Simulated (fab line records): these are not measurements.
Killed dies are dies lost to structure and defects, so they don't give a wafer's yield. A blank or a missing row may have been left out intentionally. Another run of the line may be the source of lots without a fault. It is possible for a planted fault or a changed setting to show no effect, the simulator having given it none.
Which of the tools did it? || flow n5-finfet || Sampling: 9 lots, 27 wafers, 5 of 1938 route steps

WHAT THE GAUGES SHOWED, per wafer
N5_BEOL_M4_RC_MEAS_101. Usual: DIBL_N 36.5 mV/V, standard deviation 1.4; DIBL_P 36.9 mV/V, standard deviation 1.7; IOFF_N 0.163 nA/um, standard deviation 0.023; IOFF_P 0.22 nA/um, standard deviation 0.032; ION_N 673 uA/um, standard deviation 9; ION_P 462 uA/um, standard deviation 7.5; SS_N 71.6 mV/dec, standard deviation 0.54; SS_P 73.4 mV/dec, standard deviation 0.62; VT_N 249.8 mV, standard deviation 2.8; VT_P -250 mV, standard deviation 3.5.
{"lot": "L638", "measured": "day 7 20:49", "on": "prober-02", "DIBL_N (mV/V)": "35.6 36.6 35.5", "DIBL_P (mV/V)": "35.4 36.4 35.4", "IOFF_N (nA/um)": "0.143 0.167 0.149", "IOFF_P (nA/um)": "0.19 0.20 0.19", "ION_N (uA/um)": "663 665 674", "ION_P (uA/um)": "459 450 461", "SS_N (mV/dec)": "71.8 72.1 71.7", "SS_P (mV/dec)": "73.3 73.2 72.7", "VT_N (mV)": "252.3 249.5 251.7", "VT_P (mV)": "-255 -253 -255", "flag": ""}
{"lot": "L649", "measured": "day 11 06:55", "on": "prober-02", "DIBL_N (mV/V)": "37.1 36.3 36.3", "DIBL_P (mV/V)": "38.5 37.9 36.7", "IOFF_N (nA/um)": "0.184 0.174 0.162", "IOFF_P (nA/um)": "0.22 0.21 0.20", "ION_N (uA/um)": "680 664 667", "ION_P (uA/um)": "458 456 450", "SS_N (mV/dec)": "71.3 72.3 72.1", "SS_P (mV/dec)": "74.1 73.2 73.7", "VT_N (mV)": "245.7 247.0 249.6", "VT_P (mV)": "-253 -251 -253", "flag": ""}
{"lot": "L654", "measured": "day 12 08:54", "on": "prober-02", "DIBL_N (mV/V)": "38.2 35.8 35.6", "DIBL_P (mV/V)": "39.0 36.5 35.4", "IOFF_N (nA/um)": "0.202 0.160 0.148", "IOFF_P (nA/um)": "0.26 0.21 0.19", "ION_N (uA/um)": "680 660 676", "ION_P (uA/um)": "470 454 460", "SS_N (mV/dec)": "71.1 71.4 71.3", "SS_P (mV/dec)": "73.4 72.9 73.3", "VT_N (mV)": "245.6 248.4 250.4", "VT_P (mV)": "-246 -249 -252", "flag": ""}
{"lot": "L655", "measured": "day 12 12:41", "on": "prober-02", "DIBL_N (mV/V)": "36.8 36.8 37.8", "DIBL_P (mV/V)": "38.5 38.7 40.1", "IOFF_N (nA/um)": "0.174 0.182 0.198", "IOFF_P (nA/um)": "0.21 0.24 0.25", "ION_N (uA/um)": "686 684 688", "ION_P (uA/um)": "462 470 467", "SS_N (mV/dec)": "71.9 71.7 72.4", "SS_P (mV/dec)": "73.5 73.6 73.6", "VT_N (mV)": "247.8 248.8 244.6", "VT_P (mV)": "-251 -248 -246", "flag": ""}
{"lot": "L656", "measured": "day 12 16:38", "on": "prober-01", "DIBL_N (mV/V)": "37.0 38.6 38.9", "DIBL_P (mV/V)": "38.6 40.0 39.9", "IOFF_N (nA/um)": "0.158 0.175 0.186", "IOFF_P (nA/um)": "0.21 0.22 0.23", "ION_N (uA/um)": "673 676 676", "ION_P (uA/um)": "466 457 459", "SS_N (mV/dec)": "71.4 72.2 72.4", "SS_P (mV/dec)": "73.5 73.9 74.1", "VT_N (mV)": "249.6 251.9 250.7", "VT_P (mV)": "-250 -253 -251", "flag": ""}
{"lot": "L661", "measured": "day 13 15:49", "on": "prober-02", "DIBL_N (mV/V)": "37.3 38.3 37.7", "DIBL_P (mV/V)": "36.0 37.0 35.6", "IOFF_N (nA/um)": "0.184 0.213 0.183", "IOFF_P (nA/um)": "0.25 0.29 0.25", "ION_N (uA/um)": "675 673 673", "ION_P (uA/um)": "464 460 462", "SS_N (mV/dec)": "71.8 71.7 72.7", "SS_P (mV/dec)": "73.7 74.9 74.1", "VT_N (mV)": "246.7 245.4 249.9", "VT_P (mV)": "-246 -246 -247", "flag": ""}

WHICH TOOL RAN EACH LOT (tool, then ch and the chambers of the sampled wafers, then the start)
{"lot": "L638", "N5_BEOL_M0_SAQP_ETCH_83": "rie-diel-06 ch 0,1,2, day 5 13:07", "N5_BEOL_M0_SAQP_SPACER1_ETCHBACK_99": "rie-diel-01 ch 1,2, day 5 14:26", "N5_BEOL_M0_SAQP_ETCH_102": "rie-si-01 ch 0,1, day 5 14:47", "N5_BEOL_M0_SAQP_SPACER2_ALD_26": "ald-sin-02 ch 0,2,3, day 5 15:39"}
{"lot": "L649", "N5_BEOL_M0_SAQP_ETCH_83": "rie-diel-02 ch 1,2,3, day 8 11:08", "N5_BEOL_M0_SAQP_SPACER1_ETCHBACK_99": "rie-diel-06 ch 0,1,3, day 8 13:16", "N5_BEOL_M0_SAQP_ETCH_102": "rie-si-03 ch 0,3, day 8 13:37", "N5_BEOL_M0_SAQP_SPACER2_ALD_26": "ald-sin-03 ch 0,2,3, day 8 14:41"}
{"lot": "L650", "N5_BEOL_M0_SAQP_ETCH_83": "rie-diel-02 ch 0,1, day 8 14:59", "N5_BEOL_M0_SAQP_SPACER1_ETCHBACK_99": "rie-diel-02 ch 0,1, day 8 16:19", "N5_BEOL_M0_SAQP_ETCH_102": "rie-si-03 ch 0,1,3, day 8 16:39", "N5_BEOL_M0_SAQP_SPACER2_ALD_26": "ald-sin-02 ch 0,1,3, day 8 17:31"}
{"lot": "L651", "N5_BEOL_M0_SAQP_ETCH_83": "rie-diel-01 ch 2,3, day 8 18:15", "N5_BEOL_M0_SAQP_SPACER1_ETCHBACK_99": "rie-diel-02 ch 0,2, day 8 19:36", "N5_BEOL_M0_SAQP_ETCH_102": "rie-si-03 ch 0,3, day 8 19:56", "N5_BEOL_M0_SAQP_SPACER2_ALD_26": "ald-sin-03 ch 1,2,3, day 8 22:03"}
{"lot": "L652", "N5_BEOL_M0_SAQP_ETCH_83": "rie-diel-02 ch 1,2,3, day 9 05:43", "N5_BEOL_M0_SAQP_SPACER1_ETCHBACK_99": "rie-diel-01 ch 0,1,2, day 9 07:03", "N5_BEOL_M0_SAQP_ETCH_102": "rie-si-03 ch 1,3, day 9 07:24", "N5_BEOL_M0_SAQP_SPACER2_ALD_26": "ald-sin-02 ch 0,1,3, day 9 08:25"}
{"lot": "L654", "N5_BEOL_M0_SAQP_ETCH_83": "rie-diel-02 ch 0,1,3, day 9 10:59", "N5_BEOL_M0_SAQP_SPACER1_ETCHBACK_99": "rie-diel-02 ch 0,1,3, day 9 12:20", "N5_BEOL_M0_SAQP_ETCH_102": "rie-si-03 ch 0,2,3, day 9 12:40", "N5_BEOL_M0_SAQP_SPACER2_ALD_26": "ald-sin-02 ch 0,1,2, day 9 13:44"}
{"lot": "L655", "N5_BEOL_M0_SAQP_ETCH_83": "rie-diel-02 ch 0,2, day 9 22:38", "N5_BEOL_M0_SAQP_SPACER1_ETCHBACK_99": "rie-diel-01 ch 0,1,2, day 10 00:16", "N5_BEOL_M0_SAQP_ETCH_102": "rie-si-03 ch 1,2,3, day 10 00:41", "N5_BEOL_M0_SAQP_SPACER2_ALD_26": "ald-sin-03 ch 1,3, day 10 02:02"}
{"lot": "L656", "N5_BEOL_M0_SAQP_ETCH_83": "rie-diel-01 ch 0,2,3, day 10 01:47", "N5_BEOL_M0_SAQP_SPACER1_ETCHBACK_99": "rie-diel-02 ch 0,1,3, day 10 04:32", "N5_BEOL_M0_SAQP_ETCH_102": "rie-si-03 ch 0,3, day 10 04:53", "N5_BEOL_M0_SAQP_SPACER2_ALD_26": "ald-sin-02 ch 0,1,2, day 10 05:45"}
{"lot": "L661", "N5_BEOL_M0_SAQP_ETCH_83": "rie-diel-01 ch 0,1,2, day 11 05:10", "N5_BEOL_M0_SAQP_SPACER1_ETCHBACK_99": "rie-diel-06 ch 1,3, day 11 06:47", "N5_BEOL_M0_SAQP_ETCH_102": "rie-si-01 ch 0,2, day 11 07:07", "N5_BEOL_M0_SAQP_SPACER2_ALD_26": "ald-sin-03 ch 1,2,3, day 11 07:59"}
- N5_BEOL_M0_SAQP_ETCH_83: etches SiARC in CF4, target depth 39 nm, time 65 s.
- N5_BEOL_M0_SAQP_SPACER1_ETCHBACK_99: etches SiO2 in CHF3/O2, target depth 15.4 nm, time 7.7 s.
- N5_BEOL_M0_SAQP_ETCH_102: etches SiO2 in CF4, target depth 4 nm, time 4.4 s.
- N5_BEOL_M0_SAQP_SPACER2_ALD_26: deposits SiO2, target thk 15 nm, pulse time 1 s, purge time 2 s.

AS READ BY THE TOOLS THEMSELVES (means over the sampled wafers that have a number; for cases with no such wafer, the mark the record gives instead)
N5_BEOL_M0_SAQP_ETCH_83. Usual: bias-w 36.00 W, standard deviation 0.11; cf4-flow-sccm 100.0 sccm, standard deviation 0.3; drypump-motor-current-A 5.5 A, standard deviation 0.52; etch-rf-on-time-s 64.7 s, standard deviation 0.88; oes-product-au 0.66 a.u., standard deviation 0.051; rf-vpp-V 183.8 V, standard deviation 1.4; showerhead-plenum-p-Torr 2.12 Torr, standard deviation 0.086; throttle-valve-pct 15.52 %, standard deviation 0.19.
{"lot": "L638", "tool": "rie-diel-06", "bias-w (W)": 36.00, "cf4-flow-sccm (sccm)": 100.0, "drypump-motor-current-A (A)": 5.2, "etch-rf-on-time-s (s)": 64.5, "oes-product-au (a.u.)": 0.66, "rf-vpp-V (V)": 183.3, "showerhead-plenum-p-Torr (Torr)": 2.10, "throttle-valve-pct (%)": 15.70, "flag": ""}
{"lot": "L649", "tool": "rie-diel-02", "bias-w (W)": 35.98, "cf4-flow-sccm (sccm)": 99.9, "drypump-motor-current-A (A)": 5.7, "etch-rf-on-time-s (s)": 64.0, "oes-product-au (a.u.)": 0.66, "rf-vpp-V (V)": 183.7, "showerhead-plenum-p-Torr (Torr)": 2.09, "throttle-valve-pct (%)": 15.52, "flag": ""}
{"lot": "L650", "tool": "rie-diel-02", "bias-w (W)": 36.05, "cf4-flow-sccm (sccm)": 100.2, "drypump-motor-current-A (A)": 6.0, "etch-rf-on-time-s (s)": 64.3, "oes-product-au (a.u.)": 0.70, "rf-vpp-V (V)": 183.6, "showerhead-plenum-p-Torr (Torr)": 2.12, "throttle-valve-pct (%)": 15.35, "flag": ""}
{"lot": "L651", "tool": "rie-diel-01", "bias-w (W)": 35.91, "cf4-flow-sccm (sccm)": 100.3, "drypump-motor-current-A (A)": 6.1, "etch-rf-on-time-s (s)": 64.8, "oes-product-au (a.u.)": 0.62, "rf-vpp-V (V)": 184.7, "showerhead-plenum-p-Torr (Torr)": 2.13, "throttle-valve-pct (%)": 15.56, "flag": ""}
{"lot": "L652", "tool": "rie-diel-02", "bias-w (W)": 35.96, "cf4-flow-sccm (sccm)": 99.8, "drypump-motor-current-A (A)": 5.8, "etch-rf-on-time-s (s)": 65.0, "oes-product-au (a.u.)": 0.65, "rf-vpp-V (V)": 183.4, "showerhead-plenum-p-Torr (Torr)": 2.09, "throttle-valve-pct (%)": 15.53, "flag": ""}
{"lot": "L654", "tool": "rie-diel-02", "bias-w (W)": 36.03, "cf4-flow-sccm (sccm)": 100.3, "drypump-motor-current-A (A)": 5.8, "etch-rf-on-time-s (s)": 65.0, "oes-product-au (a.u.)": 0.69, "rf-vpp-V (V)": 183.2, "showerhead-plenum-p-Torr (Torr)": 2.15, "throttle-valve-pct (%)": 15.43, "flag": ""}
{"lot": "L655", "tool": "rie-diel-02", "bias-w (W)": 36.12, "cf4-flow-sccm (sccm)": 100.0, "drypump-motor-current-A (A)": 5.2, "etch-rf-on-time-s (s)": 63.5, "oes-product-au (a.u.)": 0.71, "rf-vpp-V (V)": 185.0, "showerhead-plenum-p-Torr (Torr)": 2.19, "throttle-valve-pct (%)": 15.38, "flag": ""}
{"lot": "L656", "tool": "rie-diel-01", "bias-w (W)": 36.03, "cf4-flow-sccm (sccm)": 99.9, "drypump-motor-current-A (A)": 5.8, "etch-rf-on-time-s (s)": 64.1, "oes-product-au (a.u.)": 0.63, "rf-vpp-V (V)": 182.5, "showerhead-plenum-p-Torr (Torr)": 2.08, "throttle-valve-pct (%)": 15.56, "flag": ""}
{"lot": "L661", "tool": "rie-diel-01", "bias-w (W)": 35.98, "cf4-flow-sccm (sccm)": 100.2, "drypump-motor-current-A (A)": 5.5, "etch-rf-on-time-s (s)": 65.3, "oes-product-au (a.u.)": 0.62, "rf-vpp-V (V)": 182.9, "showerhead-plenum-p-Torr (Torr)": 2.11, "throttle-valve-pct (%)": 15.61, "flag": ""}

N5_BEOL_M0_SAQP_SPACER1_ETCHBACK_99. Usual: drypump-motor-current-A 5.5 A, standard deviation 0.54; oes-product-au 0.75 a.u., standard deviation 0.051; rf-vpp-V 523 V, standard deviation 4.7; showerhead-plenum-p-Torr 2.38 Torr, standard deviation 0.094; throttle-valve-pct 18.85 %, standard deviation 0.21.
{"lot": "L638", "tool": "rie-diel-01", "drypump-motor-current-A (A)": 5.2, "oes-product-au (a.u.)": 0.73, "rf-vpp-V (V)": 525, "showerhead-plenum-p-Torr (Torr)": 2.48, "throttle-valve-pct (%)": 19.01, "flag": ""}
{"lot": "L649", "tool": "rie-diel-06", "drypump-motor-current-A (A)": 5.3, "oes-product-au (a.u.)": 0.71, "rf-vpp-V (V)": 523, "showerhead-plenum-p-Torr (Torr)": 2.34, "throttle-valve-pct (%)": 19.00, "flag": ""}
{"lot": "L650", "tool": "rie-diel-02", "drypump-motor-current-A (A)": 5.6, "oes-product-au (a.u.)": 0.84, "rf-vpp-V (V)": 524, "showerhead-plenum-p-Torr (Torr)": 2.47, "throttle-valve-pct (%)": 18.59, "flag": ""}
{"lot": "L651", "tool": "rie-diel-02", "drypump-motor-current-A (A)": 5.2, "oes-product-au (a.u.)": 0.82, "rf-vpp-V (V)": 526, "showerhead-plenum-p-Torr (Torr)": 2.47, "throttle-valve-pct (%)": 18.65, "flag": ""}
{"lot": "L652", "tool": "rie-diel-01", "drypump-motor-current-A (A)": 5.5, "oes-product-au (a.u.)": 0.73, "rf-vpp-V (V)": 522, "showerhead-plenum-p-Torr (Torr)": 2.38, "throttle-valve-pct (%)": 18.88, "flag": ""}
{"lot": "L654", "tool": "rie-diel-02", "drypump-motor-current-A (A)": 5.8, "oes-product-au (a.u.)": 0.80, "rf-vpp-V (V)": 523, "showerhead-plenum-p-Torr (Torr)": 2.42, "throttle-valve-pct (%)": 18.71, "flag": ""}
{"lot": "L655", "tool": "rie-diel-01", "drypump-motor-current-A (A)": 5.5, "oes-product-au (a.u.)": 0.73, "rf-vpp-V (V)": 522, "showerhead-plenum-p-Torr (Torr)": 2.38, "throttle-valve-pct (%)": 18.88, "flag": ""}
{"lot": "L656", "tool": "rie-diel-02", "drypump-motor-current-A (A)": 5.8, "oes-product-au (a.u.)": 0.80, "rf-vpp-V (V)": 524, "showerhead-plenum-p-Torr (Torr)": 2.42, "throttle-valve-pct (%)": 18.72, "flag": ""}
{"lot": "L661", "tool": "rie-diel-06", "drypump-motor-current-A (A)": 5.1, "oes-product-au (a.u.)": 0.72, "rf-vpp-V (V)": 515, "showerhead-plenum-p-Torr (Torr)": 2.30, "throttle-valve-pct (%)": 18.92, "flag": ""}

N5_BEOL_M0_SAQP_ETCH_102. Usual: bias-w 400.1 W, standard deviation 1.2; cf4-flow-sccm 80.00 sccm, standard deviation 0.22; drypump-motor-current-A 5.7 A, standard deviation 0.38; oes-product-au 1.001 a.u., standard deviation 0.016; throttle-valve-pct 21.79 %, standard deviation 0.2.
{"lot": "L638", "tool": "rie-si-01", "bias-w (W)": 399.3, "cf4-flow-sccm (sccm)": 80.15, "drypump-motor-current-A (A)": 5.9, "oes-product-au (a.u.)": 1.002, "throttle-valve-pct (%)": 21.80, "flag": ""}
{"lot": "L649", "tool": "rie-si-03", "bias-w (W)": 401.5, "cf4-flow-sccm (sccm)": 79.88, "drypump-motor-current-A (A)": 5.6, "oes-product-au (a.u.)": 0.996, "throttle-valve-pct (%)": 21.77, "flag": ""}
{"lot": "L650", "tool": "rie-si-03", "bias-w (W)": "-", "cf4-flow-sccm (sccm)": "-", "drypump-motor-current-A (A)": "-", "oes-product-au (a.u.)": "-", "throttle-valve-pct (%)": "-", "flag": "OFF"}
{"lot": "L651", "tool": "rie-si-03", "bias-w (W)": "-", "cf4-flow-sccm (sccm)": "-", "drypump-motor-current-A (A)": "-", "oes-product-au (a.u.)": "-", "throttle-valve-pct (%)": "-", "flag": "OFF"}
{"lot": "L652", "tool": "rie-si-03", "bias-w (W)": "-", "cf4-flow-sccm (sccm)": "-", "drypump-motor-current-A (A)": "-", "oes-product-au (a.u.)": "-", "throttle-valve-pct (%)": "-", "flag": "OFF"}
{"lot": "L654", "tool": "rie-si-03", "bias-w (W)": 399.0, "cf4-flow-sccm (sccm)": 79.93, "drypump-motor-current-A (A)": 5.8, "oes-product-au (a.u.)": 0.991, "throttle-valve-pct (%)": 21.81, "flag": ""}
{"lot": "L655", "tool": "rie-si-03", "bias-w (W)": 399.3, "cf4-flow-sccm (sccm)": 79.93, "drypump-motor-current-A (A)": 5.9, "oes-product-au (a.u.)": 0.995, "throttle-valve-pct (%)": 21.85, "flag": ""}
{"lot": "L656", "tool": "rie-si-03", "bias-w (W)": 400.1, "cf4-flow-sccm (sccm)": 79.87, "drypump-motor-current-A (A)": 5.7, "oes-product-au (a.u.)": 1.001, "throttle-valve-pct (%)": 21.78, "flag": ""}
{"lot": "L661", "tool": "rie-si-01", "bias-w (W)": 400.3, "cf4-flow-sccm (sccm)": 80.18, "drypump-motor-current-A (A)": 5.6, "oes-product-au (a.u.)": 1.011, "throttle-valve-pct (%)": 21.90, "flag": ""}

N5_BEOL_M0_SAQP_SPACER2_ALD_26. Usual: heater-power-w 492 W, standard deviation 46; precursor-pulse-height-rel 1.003, standard deviation 0.019.
{"lot": "L638", "tool": "ald-sin-02", "heater-power-w (W)": 498, "precursor-pulse-height-rel": 1.014, "flag": ""}
{"lot": "L649", "tool": "ald-sin-03", "heater-power-w (W)": 480, "precursor-pulse-height-rel": 1.003, "flag": ""}
{"lot": "L650", "tool": "ald-sin-02", "heater-power-w (W)": 486, "precursor-pulse-height-rel": 1.005, "flag": ""}
{"lot": "L651", "tool": "ald-sin-03", "heater-power-w (W)": 521, "precursor-pulse-height-rel": 1.004, "flag": ""}
{"lot": "L652", "tool": "ald-sin-02", "heater-power-w (W)": 488, "precursor-pulse-height-rel": 0.991, "flag": ""}
{"lot": "L654", "tool": "ald-sin-02", "heater-power-w (W)": 455, "precursor-pulse-height-rel": 0.997, "flag": ""}
{"lot": "L655", "tool": "ald-sin-03", "heater-power-w (W)": 521, "precursor-pulse-height-rel": 1.012, "flag": ""}
{"lot": "L656", "tool": "ald-sin-02", "heater-power-w (W)": 462, "precursor-pulse-height-rel": 1.007, "flag": ""}
{"lot": "L661", "tool": "ald-sin-03", "heater-power-w (W)": 519, "precursor-pulse-height-rel": 1.004, "flag": ""}

THE ANSWER, worked out from the rows above alone
Rule: a lot counts as off when the mean over its wafers that have a number is more than 3 standard deviations away from the usual mean. A lot without any number at a reading at which 4 lots or more have one is off too. Any other lot the step has rows for is counted as sound. The gauges are gone through in route order, then the tools' own readings, and for those a lot's mean is taken as printed above. At the first step where some lot is off, the reading lying furthest off is the one used; lots without a number count as furthest.
Off at N5_BEOL_M0_SAQP_ETCH_102 (bias-w): L650, L651, L652. Without a number there: L650, L651, L652.
If a tool, at that step or one of the process steps before it, ran each lot that is off and ran no sound lot following the first of them, it fits. No candidate that was tried fits.

WHAT THE SIMULATOR HAD INSERTED
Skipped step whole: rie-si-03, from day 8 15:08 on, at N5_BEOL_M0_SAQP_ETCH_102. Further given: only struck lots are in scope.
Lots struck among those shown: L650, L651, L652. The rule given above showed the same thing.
